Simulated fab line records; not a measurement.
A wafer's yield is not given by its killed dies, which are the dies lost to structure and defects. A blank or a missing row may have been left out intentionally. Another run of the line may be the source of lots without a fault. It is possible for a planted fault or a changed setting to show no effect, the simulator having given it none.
Matching of chambers    flow n5 finfet    rie diel-03 running N5_BEOL_M15_DESCUM_15: 4 sister chambers
The step chemistry O2, time 7.9 s. 14 wafers are shown with their chamber, then 7 later ones without.

EACH WAFER AND ITS CHAMBER
wafer   chamber  showerhead plenum p Torr (Torr)  drypump motor current A (A)  throttle valve pct (%)
L078.2  1        2.21                             5.0                          20.17
L078.3  0        2.18                             6.0                          20.43
L078.4  2        2.04                             5.3                          20.60
L079.1  1        2.21                             5.0                          20.19
L079.2  3        2.24                             6.5                          20.18
L079.6  1        2.21                             5.0                          20.19
L081.1  1        2.21                             5.0                          20.18
L081.3  2        2.04                             5.2                          20.62
L081.6  1        2.21                             5.1                          20.20
L083.1  3        2.24                             6.4                          20.18
L083.4  0        2.17                             6.0                          20.44
L083.5  3        2.24                             6.5                          20.18
L089.1  2        2.03                             5.3                          20.64
L089.2  3        2.23                             6.5                          20.21

SIGNATURES, as means of the wafers listed above
reading                   chamber 0  chamber 1  chamber 2  chamber 3  scatter within a chamber
showerhead plenum p Torr  2.1750     2.2100     2.0367     2.2375     0.00438
drypump motor current A   6.000      5.020      5.267      6.475      0.0471
throttle valve pct        20.4350    20.1860    20.6200    20.1875    0.0143
Rule: a wafer lies at a distance from a chamber equal to the root of the sum of squares, over the readings, of (its reading less the chamber's mean, divided by the reading's scatter). The wafer belongs to the nearest chamber; if the next one is less than 2 further off, it can't be placed. How the scatter is found: for the shown wafers, subtract from each reading the mean of its chamber, square and add these, divide the total by (wafers less chambers), then take the root.

WAFERS WITH NO CHAMBER GIVEN
wafer   showerhead plenum p Torr (Torr)  drypump motor current A (A)  throttle valve pct (%)
L089.3  2.20                             5.0                          20.21
L092.1  2.03                             5.2                          20.65
L092.2  2.17                             5.9                          20.47
L092.4  2.17                             5.9                          20.47
L095.2  2.03                             5.3                          20.67
L095.5  2.23                             6.5                          20.24
L095.6  2.03                             5.3                          20.67

THE CHAMBER EACH PASSED THROUGH
wafer   from the rows above  in truth
L089.3  1                    1
L092.1  2                    2
L092.2  0                    0
L092.4  0                    0
L095.2  2                    2
L095.5  3                    3
L095.6  2                    2
Correct placement for 7 of the 7. From these rows, 0 cannot be placed. Placed wrongly: 0.
